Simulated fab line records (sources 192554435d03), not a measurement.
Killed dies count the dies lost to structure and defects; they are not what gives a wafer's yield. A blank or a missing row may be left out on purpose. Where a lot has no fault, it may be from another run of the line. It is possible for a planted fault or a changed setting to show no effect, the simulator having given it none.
Chamber matching ; flow n5 finfet ; 3 sister chambers for N5_BEOL_M0_SAQP_PECVD_96 on pecvd-03
The step deposits a-Si from SiH4/He, target thk 45 nm, time 45.2 s. 16 wafers are shown with their chamber, then 8 later ones without.

== WAFERS PAIRED WITH THEIR CHAMBERS ==
wafer;chamber;throttle valve pct (%);heater power w (W);rf fwd power W (W)
L079.1;1;20.3;539;99.2
L079.4;1;20.2;548;98.9
L079.6;2;17.9;772;99.5
L081.1;2;18.2;729;99.5
L081.2;1;20.1;600;98.7
L081.5;2;18.0;726;99.7
L083.4;1;19.9;529;98.0
L083.5;0;19.3;528;99.2
L083.6;2;17.8;778;99.3
L084.2;1;20.2;584;99.0
L084.4;0;19.5;510;99.0
L084.5;2;18.1;795;99.4
L086.1;1;20.3;597;99.3
L086.2;0;19.5;497;99.4
L086.3;0;19.7;515;99.0
L087.1;0;19.5;530;99.0

SIGNATURES (means of the wafers above)
reading;chamber 0;chamber 1;chamber 2;scatter within a chamber
throttle valve pct;19.500;20.167;18.000;0.15
heater power w;516.00;566.17;760.00;26.9
rf fwd power W;99.120;98.850;99.480;0.318
Rule: for a wafer and a chamber, the distance is found by dividing, reading by reading, the gap between the wafer's reading and the chamber's mean by the reading's scatter, squaring, summing and taking the root. The wafer belongs to the nearest chamber; if the next one is less than 2 further off, it can't be placed. The scatter is the square root of a quotient: the sum, over the shown wafers, of each reading's squared deviation from its chamber's mean, divided by wafers minus chambers.

== WAFERS MISSING THEIR CHAMBER ==
wafer;throttle valve pct (%);heater power w (W);rf fwd power W (W)
L087.2;20.1;581;98.9
L087.6;20.2;582;98.8
L094.1;18.0;719;99.6
L094.3;20.2;524;99.7
L094.4;20.2;521;99.4
L095.2;19.4;509;99.5
L095.3;20.1;600;98.8
L095.4;19.4;520;99.2

== THE CHAMBER EACH PASSED THROUGH ==
wafer;from the rows above;in truth
L087.2;1;1
L087.6;1;1
L094.1;2;2
L094.3;can't be placed: 1 or 0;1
L094.4;1;1
L095.2;0;0
L095.3;1;1
L095.4;0;0
Placed correctly: 7 of 8. Not placeable from these rows: 1 (in 1, the candidates include the true chamber). 0 placed wrongly.
